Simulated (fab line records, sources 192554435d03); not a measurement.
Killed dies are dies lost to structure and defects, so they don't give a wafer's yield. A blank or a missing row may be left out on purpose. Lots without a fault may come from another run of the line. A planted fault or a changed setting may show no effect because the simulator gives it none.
Chamber matching | flow n5_finfet | N5_BEOL_M3_PRE_CLEAN_60 on cvd_co-01: 3 sister chambers
The step time 15 s. 16 wafers are shown with their chamber, then 8 later ones without.

WAFERS WITH THEIR CHAMBER
wafer  | chamber | heater_power_outer_w (W) | heater_power_w (W)
L078.1 | 2       | 14                       | 77
L078.3 | 0       | 42                       | 120
L078.4 | 2       | 15                       | 77
L084.2 | 2       | 14                       | 77
L084.3 | 0       | 44                       | 120
L084.4 | 0       | 43                       | 118
L088.2 | 0       | 43                       | 119
L088.3 | 1       | 3                        | 73
L088.5 | 2       | 15                       | 77
L092.2 | 0       | 43                       | 120
L092.5 | 2       | 15                       | 77
L092.6 | 1       | 3                        | 75
L093.1 | 0       | 43                       | 120
L093.3 | 1       | 3                        | 74
L093.6 | 0       | 43                       | 117
L094.1 | 0       | 43                       | 119

SIGNATURES (means of the wafers above)
reading              | chamber 0 | chamber 1 | chamber 2 | scatter within a chamber
heater_power_outer_w | 43.00     | 3.00      | 14.60     | 0.496
heater_power_w       | 119.12    | 74.00     | 77.00     | 0.915
Rule: a wafer's distance from a chamber is the root of the sum, over the readings, of the square of ((its reading less the chamber's mean) divided by the reading's scatter). The wafer belongs to the nearest chamber; if the next one is less than 2 further off, it can't be placed. The scatter: the root of (the sum of the squares of (reading less its chamber's mean) over the shown wafers, divided by (wafers less chambers)).

WAFERS WITHOUT THEIR CHAMBER
wafer  | heater_power_outer_w (W) | heater_power_w (W)
L094.2 | 3                        | 74
L094.3 | 15                       | 78
L097.1 | 44                       | 118
L097.3 | 3                        | 76
L097.6 | 44                       | 120
L096.4 | 44                       | 119
L096.5 | 15                       | 77
L096.6 | 3                        | 76

WHICH CHAMBER EACH WENT THROUGH
wafer  | from the rows above | in truth
L094.2 | 1                   | 1
L094.3 | 2                   | 2
L097.1 | 0                   | 0
L097.3 | 1                   | 1
L097.6 | 0                   | 0
L096.4 | 0                   | 0
L096.5 | 2                   | 2
L096.6 | 1                   | 1
Placed correctly: 8 of 8. Can't be placed from these rows: 0. Placed wrongly: 0.
